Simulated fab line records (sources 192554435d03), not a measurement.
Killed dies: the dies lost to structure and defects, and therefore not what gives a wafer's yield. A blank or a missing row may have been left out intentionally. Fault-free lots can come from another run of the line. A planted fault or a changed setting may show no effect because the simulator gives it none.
Split-lot experiment	flow n5-finfet	7 lots, 21 wafers read, on a route of 1938 steps

THE SPLIT ITSELF
At N5_FIN_CUT_CUT_ETCH_26 (etches SiNx in CH3F/O2, target depth 39 nm, time 55.7 s), the setting time-s was moved away from the recipe's 55.7 s on 4 of the 21 wafers read, by -20.0% to +15.9%. For the rest of the wafers, this setting stayed at what the recipe calls for.

FROM THE SPLIT TO THE READING: what the file shows between them, 2 steps
- N5_FIN_CUT_CUT_ETCH_27: etches SiO2 in CHF3/O2, target depth 4 nm, overetch 2 nm, time 4.9 s
- N5_FIN_CUT_PRECLEAN_35: cleans in vHF, time 13.3 s

THE READING
SOC_of_FIN_CUT_COAT_18.thk-nm (the simulator's own value, which no gauge read), in nm, at N5_FIN_CUT_CUT_ETCH_15 (etches Si in HBr/Cl2/O2, target depth 100 nm, bt time 10 s, time 42.4 s). No usual value for it is given in the file. The 17 wafers here that ran the recipe average 170.3 nm, standard deviation 0.68 nm.

wafer	tool, chamber at the split	time-s as run, s	against the recipe	SOC_of_FIN_CUT_COAT_18.thk-nm, nm	against lot-mates on the recipe
L081.1	rie-diel-02, 0	55.7	recipe	169.8	-
L081.2	rie-diel-02, 2	55.7	recipe	170	-
L081.6	rie-diel-02, 1	55.7	recipe	169.4	-
L083.1	rie-diel-01, 0	48.27	-13.3%	172.4	+2.3
L083.2	rie-diel-01, 2	55.7	recipe	170.2	-
L083.4	rie-diel-01, 3	55.7	recipe	170	-
L088.1	rie-diel-02, 2	55.7	recipe	171	-
L088.5	rie-diel-02, 1	55.7	recipe	171.4	-
L088.6	rie-diel-02, 3	60.17	+8.0%	169	-2.2
L090.2	rie-diel-01, 1	44.54	-20.0%	174.6	+3.9
L090.3	rie-diel-01, 0	55.7	recipe	170.4	-
L090.4	rie-diel-01, 3	55.7	recipe	171	-
L091.2	rie-diel-06, 1	55.7	recipe	170	-
L091.3	rie-diel-06, 2	55.7	recipe	169.6	-
L091.5	rie-diel-06, 1	64.55	+15.9%	166.8	-3.0
L092.3	rie-diel-06, 3	55.7	recipe	171.4	-
L092.4	rie-diel-06, 2	55.7	recipe	171	-
L092.6	rie-diel-06, 3	55.7	recipe	171.2	-
L093.2	rie-diel-06, 2	55.7	recipe	169.6	-
L093.3	rie-diel-06, 1	55.7	recipe	169.4	-
L093.4	rie-diel-06, 0	55.7	recipe	170.2	-

THE FIT
A straight line over all 21 wafers: SOC_of_FIN_CUT_COAT_18.thk-nm changes by -0.201 nm for each +1% of time-s; r = -0.90; the points scatter about the line by 0.67 nm.
The same after taking each lot's own level away (the mean of its wafers on the recipe; 21 wafers): -0.195 nm for each +1%; r = -0.98; scatter 0.28 nm.
Per that fit: largest time-s move, reading shift of 3.9 nm.
The lots' own levels span 169.73 to 171.20 nm, that is 2.2 times the standard deviation above.
Hence the lot-to-lot level has little effect on the slope; both slopes agree.
Check: for one of the wafers moved furthest among these (-20.0%), held out of the fit, the line's prediction against its lot-mates is +3.83 nm. Against them it came out at +3.9 nm.

OTHER SPLITS APPLIED TO THESE WAFERS
These wafers also went through other splits before the reading. Each is held against what the fit with the lots' levels taken away leaves over:
other split on the same wafers	wafers away from the commonest value	r with SOC_of_FIN_CUT_COAT_18.thk-nm (lot level and that fit taken away)
N5_WELL_APT_COAT_02 spin-rpm	11	-0.15
N5_WELL_APT_EXPOSE_05 dose-mj	4	+0.25
N5_PMOS_HMC_CHANNEL_EPI_COAT_03 spin-rpm	6	+0.02
N5_PMOS_HMC_CHANNEL_EPI_PEB_07 peb-temp-c	8	-0.23

THE WHOLE CHAIN: every reading that the file lists as answering this split, in the file's order
step	what it does	reading	change (the file's fit)	r (the file's)
N5_FIN_CUT_CUT_ETCH_26	etches SiNx in CH3F/O2, target depth 39 nm, time 55.7 s	etch.depth-nm (the simulator's own value, which no gauge read)	+0.39 nm for each +1% of the setting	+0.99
N5_FIN_CUT_CUT_ETCH_26	etches SiNx in CH3F/O2, target depth 39 nm, time 55.7 s	SOC_of_FIN_CUT_COAT_18.thk-nm (the simulator's own value, which no gauge read)	-0.201 nm for each +1% of the setting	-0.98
N5_FIN_CUT_CUT_ETCH_15	etches Si in HBr/Cl2/O2, target depth 100 nm, bt time 10 s, time 42.4 s	SOC_of_FIN_CUT_COAT_18.thk-nm (the simulator's own value, which no gauge read)	-0.194 nm for each +1% of the setting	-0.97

THE FILE'S OWN FIT
SOC_of_FIN_CUT_COAT_18.thk-nm changes by -0.194 nm for each +1% of time-s, r = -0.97.
